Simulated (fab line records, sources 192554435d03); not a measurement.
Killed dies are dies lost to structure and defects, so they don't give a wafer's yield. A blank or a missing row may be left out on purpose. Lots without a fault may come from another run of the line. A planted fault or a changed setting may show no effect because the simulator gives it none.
Split-lot experiment | flow n5_finfet | 7 lots, 39 wafers read, on a route of 1938 steps

THE SPLIT
At N5_FIN_SAQP_ALD_61 (deposits SiO2, target thk 4 nm, pulse time 1 s, purge time 2 s), the setting ald_cycles was moved away from the recipe's 43 on 18 of the 39 wafers read, by -16.3% to +18.6%. The other wafers ran this setting at the recipe's value.

The reading is taken at the split's own step.

THE READING
SiO2_of_FIN_SAQP_ALD_61.thk_nm (the simulator's own value, which no gauge read), in nm, at N5_FIN_SAQP_ALD_61 (deposits SiO2, target thk 4 nm, pulse time 1 s, purge time 2 s). The file gives no usual value for it. The 21 wafers here that ran the recipe average 4.016 nm, standard deviation 0.019 nm.

wafer  | tool, chamber at the split | ald_cycles as run | against the recipe | SiO2_of_FIN_SAQP_ALD_61.thk_nm, nm | against lot-mates on the recipe
L075.1 | ald_sin-02, 1              | 51                | +18.6%             | 4.801                              | +0.759
L075.2 | ald_sin-02, 3              | 43                | recipe             | 4.033                              | -
L075.3 | ald_sin-02, 0              | 51                | +18.6%             | 4.803                              | +0.761
L075.4 | ald_sin-02, 2              | 51                | +18.6%             | 4.757                              | +0.715
L075.5 | ald_sin-02, 0              | 43                | recipe             | 4.053                              | -
L075.6 | ald_sin-02, 3              | 43                | recipe             | 4.039                              | -
L077.1 | ald_sin-03, 1              | 43                | recipe             | 4.007                              | -
L077.2 | ald_sin-03, 3              | 39                | -9.3%              | 3.622                              | -0.394
L077.3 | ald_sin-03, 0              | 39                | -9.3%              | 3.646                              | -0.370
L077.4 | ald_sin-03, 2              | 43                | recipe             | 4.038                              | -
L077.5 | ald_sin-03, 0              | 39                | -9.3%              | 3.67                               | -0.346
L077.6 | ald_sin-03, 3              | 43                | recipe             | 4.004                              | -
L078.1 | ald_sin-02, 3              | 43                | recipe             | 3.986                              | -
L078.2 | ald_sin-02, 0              | 49                | +14.0%             | 4.567                              | +0.570
L078.3 | ald_sin-02, 1              | 49                | +14.0%             | 4.573                              | +0.576
L078.5 | ald_sin-02, 1              | 49                | +14.0%             | 4.573                              | +0.576
L078.4 | ald_sin-02, 2              | 43                | recipe             | 3.993                              | -
L078.6 | ald_sin-02, 2              | 43                | recipe             | 4.011                              | -
L081.1 | ald_sin-03, 1              | 36                | -16.3%             | 3.356                              | -0.655
L081.2 | ald_sin-03, 0              | 43                | recipe             | 4.024                              | -
L081.3 | ald_sin-03, 2              | 36                | -16.3%             | 3.385                              | -0.626
L081.4 | ald_sin-03, 3              | 43                | recipe             | 4.001                              | -
L081.5 | ald_sin-03, 0              | 43                | recipe             | 4.009                              | -
L081.6 | ald_sin-03, 1              | 36                | -16.3%             | 3.331                              | -0.680
L083.1 | ald_sin-02, 1              | 43                | recipe             | 4.015                              | -
L083.3 | ald_sin-02, 3              | 43                | recipe             | 3.996                              | -
L083.4 | ald_sin-02, 0              | 43                | recipe             | 4.04                               | -
L091.1 | ald_sin-03, 0              | 43                | recipe             | 3.994                              | -
L091.2 | ald_sin-03, 1              | 39                | -9.3%              | 3.634                              | -0.369
L091.3 | ald_sin-03, 2              | 39                | -9.3%              | 3.616                              | -0.387
L091.4 | ald_sin-03, 0              | 43                | recipe             | 4.001                              | -
L091.5 | ald_sin-03, 1              | 43                | recipe             | 4.014                              | -
L091.6 | ald_sin-03, 2              | 39                | -9.3%              | 3.603                              | -0.400
L092.1 | ald_sin-03, 1              | 45                | +4.7%              | 4.216                              | +0.190
L092.2 | ald_sin-03, 2              | 43                | recipe             | 3.999                              | -
L092.3 | ald_sin-03, 1              | 43                | recipe             | 4.044                              | -
L092.4 | ald_sin-03, 2              | 45                | +4.7%              | 4.212                              | +0.186
L092.5 | ald_sin-03, 2              | 45                | +4.7%              | 4.18                               | +0.154
L092.6 | ald_sin-03, 1              | 43                | recipe             | 4.034                              | -

THE FIT
A straight line over all 39 wafers: SiO2_of_FIN_SAQP_ALD_61.thk_nm changes by +0.0408 nm for each +1% of ald_cycles; r = +1.00; the points scatter about the line by 0.02 nm.
The same after taking each lot's own level away (the mean of its wafers on the recipe; 39 wafers): +0.0404 nm for each +1%; r = +1.00; scatter 0.017 nm.
On that fit, the largest move of ald_cycles shifts the reading by 0.75 nm.
The lots' own levels span 3.9967 to 4.0417 nm, that is 2.3 times the standard deviation above.
So the lot-to-lot level changes the slope little: the two slopes agree.
Check: with one of the wafers moved furthest among these (+18.6%) left out of the fit, the line predicts +0.749 nm for it against its lot-mates. It came out at +0.759 nm against them.

OTHER SPLITS ON THESE WAFERS
These wafers also went through other splits before the reading. Each is held against what the fit with the lots' levels taken away leaves over:
other split on the same wafers        | wafers away from the commonest value | r with SiO2_of_FIN_SAQP_ALD_61.thk_nm (lot level and that fit taken away)
N5_ZERO_LAYER_PECVD_02 target_thk_a   | 15                                   | +0.00
N5_PMOS_HMC_CHANNEL_EPI_EPI_20 temp_c | 15                                   | -0.13

THE FILE'S OWN FIT
SiO2_of_FIN_SAQP_ALD_61.thk_nm changes by +0.0404 nm for each +1% of ald_cycles, r = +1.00.
